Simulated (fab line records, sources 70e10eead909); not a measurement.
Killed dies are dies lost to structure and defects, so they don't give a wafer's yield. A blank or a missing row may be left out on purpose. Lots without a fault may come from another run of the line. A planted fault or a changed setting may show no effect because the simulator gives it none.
Which tool did it? | flow nand_harc | 11 lots, 33 wafers sampled, at 5 steps of a route of 1302

WHAT THE GAUGES READ, wafer by wafer
NHARC_END_SORT_01.
lot  | measured     | on        | killed_at_array | killed_at_other | killed_at_periphery | killed_dies | killed_open | killed_short
L439 | day 29 09:19 | prober-01 | 48 155 48       | 0 1 0           | 6 8 3               | 54 164 51   | 1 5 0       | 1 0 3
L443 | day 30 21:39 | prober-01 | 81 115 83       | 0 0 0           | 3 3 0               | 84 118 83   | 2 2 2       | 2 1 4

WHICH TOOL RAN EACH LOT (tool, then ch and the chambers of the sampled wafers, then the start)
lot  | NHARC_A_CONTACT_ETCH_128             | NHARC_A_CONTACT_ETCH_30            | NHARC_A_CONTACT_ETCH_136             | NHARC_A_CONTACT_ETCH_98
L431 | har_cap_etch-03 ch 0,1, day 22 23:10 | rie_diel-03 ch 1,2,3, day 23 05:34 | har_cap_etch-03 ch 0,1, day 23 06:38 | rie_diel-12 ch 0,1,2, no start
L432 | har_cap_etch-03 ch 0,1, day 23 15:44 | rie_diel-03 ch 0,3, day 23 21:38   | har_cap_etch-01 ch 0,1, day 23 22:51 | rie_diel-02 ch 0,2,3, no start
L433 | har_cap_etch-03 ch 0, day 24 01:22   | rie_diel-03 ch 0,2, day 24 08:32   | har_cap_etch-03 ch 0,1, day 24 09:39 | rie_diel-03 ch 0,1,3, no start
L435 | har_cap_etch-02 ch 0,1, day 24 16:28 | rie_diel-03 ch 0,1,2, day 24 22:28 | har_cap_etch-03 ch 1, day 24 23:35   | rie_diel-03 ch 0,2,3, no start
L434 | har_cap_etch-01 ch 0,1, day 24 16:59 | rie_diel-03 ch 0,1,3, day 24 23:12 | har_cap_etch-02 ch 0,1, day 25 00:32 | rie_diel-03 ch 0,2, no start
L440 | har_cap_etch-02 ch 0,1, day 26 21:35 | rie_diel-03 ch 0,2,3, day 27 04:27 | har_cap_etch-03 ch 0,1, day 27 05:31 | rie_diel-03 ch 2,3, no start
L439 | har_cap_etch-01 ch 0,1, day 26 22:23 | rie_diel-03 ch 0,2,3, day 27 06:04 | har_cap_etch-02 ch 0,1, day 27 07:08 | rie_diel-12 ch 1,2,3, day 29 09:19 or earlier
L443 | har_cap_etch-03 ch 0,1, day 28 03:05 | rie_diel-03 ch 0,2,3, day 28 11:46 | har_cap_etch-01 ch 0,1, day 28 12:59 | rie_diel-02 ch 2,3, day 30 21:39 or earlier
L449 | har_cap_etch-02 ch 0,1, day 30 23:49 | rie_diel-03 ch 0,3, day 31 08:14   | har_cap_etch-02 ch 1, day 31 09:24   | rie_diel-12 ch 1,2,3, no start
L450 | har_cap_etch-03 ch 0, day 31 12:14   | rie_diel-03 ch 2,3, day 31 21:46   | har_cap_etch-01 ch 0,1, day 31 23:28 | rie_diel-12 ch 0,1,3, no start
L451 | har_cap_etch-03 ch 0,1, day 32 04:38 | rie_diel-03 ch 0,2,3, day 32 13:53 | har_cap_etch-01 ch 0,1, day 32 15:10 | rie_diel-03 ch 1,2, no start
- NHARC_A_CONTACT_ETCH_128: etches the open film in C4F8/O2/Ar, time 197 s, target depth 1918 nm.
- NHARC_A_CONTACT_ETCH_30: etches the open film in CF4/CHF3, target depth 72.6 nm, time 36.3 s.
- NHARC_A_CONTACT_ETCH_136: etches the open film in C4F8/O2/Ar, time 311 s, target depth 1912 nm.
- NHARC_A_CONTACT_ETCH_98: etches the open film in C4F6/O2, target depth 20 nm, time 10 s.

WHAT THE TOOLS THEMSELVES READ (means of the sampled wafers that have a number; where no wafer has one, the mark that the record gives instead)
NHARC_A_CONTACT_ETCH_128.
lot  | tool            | chamber_pressure_mTorr (mTorr)
L431 | har_cap_etch-03 | 19.999
L432 | har_cap_etch-03 | 20.017
L433 | har_cap_etch-03 | 20.001
L435 | har_cap_etch-02 | 19.991
L434 | har_cap_etch-01 | 19.987
L440 | har_cap_etch-02 | 19.990
L439 | har_cap_etch-01 | 20.002
L443 | har_cap_etch-03 | 19.998
L449 | har_cap_etch-02 | 19.992
L450 | har_cap_etch-03 | 19.988
L451 | har_cap_etch-03 | 20.002

NHARC_A_CONTACT_ETCH_30.
lot  | tool        | chamber_pressure_mTorr (mTorr) | drypump_motor_current_A (A) | mfc_ar_sccm (sccm) | oes_product_au (a.u.) | rf_fwd_power_W (W) | rf_vpp_V (V) | run_length_s (s) | showerhead_plenum_p_Torr (Torr) | throttle_valve_pct (%)
L431 | rie_diel-03 | 24.999                         | 5.8                         | 0.011              | 0.929                 | 494.5              | 369.6        | 57.4             | 1.54                            | 16.797
L432 | rie_diel-03 | 24.992                         | 5.4                         | 0.015              | 0.927                 | 494.7              | 370.6        | 57.8             | 1.56                            | 16.790
L433 | rie_diel-03 | 25.028                         | 6.0                         | 0.002              | 0.932                 | 494.3              | 368.9        | 57.7             | 1.53                            | 16.804
L435 | rie_diel-03 | 25.003                         | 5.8                         | 0.002              | 0.923                 | 494.4              | 369.0        | 57.8             | 1.54                            | 16.798
L434 | rie_diel-03 | 25.002                         | 5.4                         | 0.013              | 0.925                 | 495.8              | 369.8        | 57.7             | 1.55                            | 16.801
L440 | rie_diel-03 | 25.013                         | 5.7                         | 0.013              | 0.933                 | 494.7              | 369.7        | 57.7             | 1.55                            | 16.799
L439 | rie_diel-03 | 24.973                         | 5.7                         | 0.013              | 0.931                 | 494.8              | 369.1        | 55.2             | 1.55                            | 16.795
L443 | rie_diel-03 | 25.019                         | 5.7                         | 0.013              | 0.915                 | 497.0              | 370.5        | 52.6             | 1.55                            | 16.800
L449 | rie_diel-03 | 24.983                         | 5.3                         | 0.024              | 0.927                 | 495.7              | 369.9        | 57.5             | 1.56                            | 16.793
L450 | rie_diel-03 | 25.014                         | 5.7                         | 0.023              | 0.919                 | 495.1              | 369.4        | 57.3             | 1.54                            | 16.796
L451 | rie_diel-03 | 24.983                         | 5.7                         | 0.013              | 0.948                 | 495.9              | 369.4        | 57.6             | 1.54                            | 16.805

NHARC_A_CONTACT_ETCH_136.
lot  | tool            | chamber_pressure_mTorr (mTorr)
L431 | har_cap_etch-03 | 20.023
L432 | har_cap_etch-01 | 20.005
L433 | har_cap_etch-03 | 19.993
L435 | har_cap_etch-03 | 19.982
L434 | har_cap_etch-02 | 20.003
L440 | har_cap_etch-03 | 19.998
L439 | har_cap_etch-02 | 19.994
L443 | har_cap_etch-01 | 20.007
L449 | har_cap_etch-02 | 19.969
L450 | har_cap_etch-01 | 19.994
L451 | har_cap_etch-01 | 19.995

NHARC_A_CONTACT_ETCH_98.
lot  | tool        | chamber_pressure_mTorr (mTorr) | drypump_motor_current_A (A) | mfc_ar_sccm (sccm) | oes_product_au (a.u.) | rf_fwd_power_W (W) | rf_vpp_V (V) | run_length_s (s) | showerhead_plenum_p_Torr (Torr) | throttle_valve_pct (%)
L431 | rie_diel-12 | 29.973                         | 5.8                         | 500.9              | 1.006                 | 589.1              | 548.3        | 30.7             | 3.96                            | 26.896
L432 | rie_diel-02 | 29.999                         | 5.8                         | 499.9              | 0.946                 | 587.0              | 548.3        | 31.0             | 3.99                            | 26.904
L433 | rie_diel-03 | 29.990                         | 5.5                         | 499.3              | 0.953                 | 589.9              | 546.0        | 31.2             | 3.87                            | 26.897
L435 | rie_diel-03 | 30.013                         | 5.7                         | 501.1              | 0.951                 | 591.1              | 545.3        | 31.2             | 3.86                            | 26.899
L434 | rie_diel-03 | 30.020                         | 5.7                         | 499.7              | 0.944                 | 588.1              | 545.7        | 31.5             | 3.86                            | 26.893
L440 | rie_diel-03 | 30.021                         | 5.7                         | 501.4              | 0.960                 | 589.7              | 545.3        | 30.8             | 3.86                            | 26.908
L439 | rie_diel-12 | 30.004                         | 5.8                         | 500.4              | 0.996                 | 588.4              | 549.2        | 31.0             | 4.03                            | 26.904
L443 | rie_diel-02 | 30.004                         | 5.6                         | 499.9              | 1.011                 | 587.3              | 545.9        | 30.8             | 3.86                            | 26.900
L449 | rie_diel-12 | 29.986                         | 5.8                         | 499.3              | 0.958                 | 587.2              | 548.4        | 31.0             | 4.01                            | 26.902
L450 | rie_diel-12 | 29.976                         | 5.8                         | 501.1              | 0.950                 | 587.8              | 548.7        | 31.0             | 3.99                            | 26.911
L451 | rie_diel-03 | 29.996                         | 5.9                         | 499.1              | 0.984                 | 586.1              | 544.5        | 31.4             | 3.80                            | 26.898

THE ANSWER, worked out from the rows above alone
Rule: what is usual is taken from the lots themselves. Put in order of their means at a reading, lots are off if they are a third of the lots or fewer, leave a main group of 4 or more, and stand apart from it by a gap of 3 or more times the standard deviation of the main group's means; of several such gaps the widest counts. A main group whose means are all the same, to the digits that the tables above print for the reading, isn't used. A lot without any number at a reading at which 4 lots or more have one is off too. The other lots that the step has rows for count as sound. The gauges are gone through in route order, then the tools' own readings, and for those a lot's mean is taken as printed above. The first step at which some lot is off is used, and at that step the reading that is off furthest; a lot without a number counts as furthest.
Off: L439, L443, at NHARC_A_CONTACT_ETCH_30 (run_length_s). The main group: mean 57.6 s, standard deviation 0.17.
A tool fits if, at that step or a process step before it, it ran every lot that is off, and no sound lot after the first of them. None of those tried fits.

WHAT THE SIMULATOR HAD PUT IN
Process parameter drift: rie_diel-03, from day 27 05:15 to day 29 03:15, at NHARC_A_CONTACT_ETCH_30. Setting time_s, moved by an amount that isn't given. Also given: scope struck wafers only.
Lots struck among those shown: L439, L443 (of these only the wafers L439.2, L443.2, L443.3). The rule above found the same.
